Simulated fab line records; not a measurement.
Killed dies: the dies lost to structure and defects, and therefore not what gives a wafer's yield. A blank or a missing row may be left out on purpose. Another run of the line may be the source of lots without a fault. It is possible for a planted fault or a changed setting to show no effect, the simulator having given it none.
Which tool was responsible? + flow n5-finfet + route of 1938 steps, sampled at 1 step: 6 lots, 17 wafers

== WHAT EACH GAUGE READ, for each wafer ==
N5_PASSIVATION_INSPECT_61: inspects for defects (macro).
| lot  | measured     | on                | raw-defect-count |
|------|--------------|-------------------|------------------|
| L556 | day 12 21:17 | defect-inspect-01 | 1 5 2            |
| L557 | day 13 12:34 | defect-inspect-02 | 0 1 4            |
| L564 | day 15 13:32 | defect-inspect-02 | 2 3              |
| L568 | day 16 10:34 | defect-inspect-01 | 1 6 3            |
| L571 | day 16 21:17 | defect-inspect-01 | 4 4 2            |
| L575 | day 18 09:08 | defect-inspect-01 | 1 3 5            |

== WHICH TOOL RAN EACH LOT (tool, then ch and the chambers of the sampled wafers, then the start) ==
Before these readings, the record contains no process step.

== THE ANSWER, worked out from the rows above alone ==
Rule: the usual values come from the lots themselves. Put in order of their means at a reading, lots are off if they are a third of the lots or fewer, leave a main group of 4 or more, and stand apart from it by a gap of 3 or more times the standard deviation of the main group's means; of several such gaps the widest counts. Not used: any main group whose means are identical at the precision the tables above print for the reading. Also off: a lot with no number at a reading for which 4 or more lots have one. Any other lot the step has rows for is counted as sound.
None of the lots is off at any reading shown; this tells nothing.

== WHAT WAS PUT IN BY THE SIMULATOR ==
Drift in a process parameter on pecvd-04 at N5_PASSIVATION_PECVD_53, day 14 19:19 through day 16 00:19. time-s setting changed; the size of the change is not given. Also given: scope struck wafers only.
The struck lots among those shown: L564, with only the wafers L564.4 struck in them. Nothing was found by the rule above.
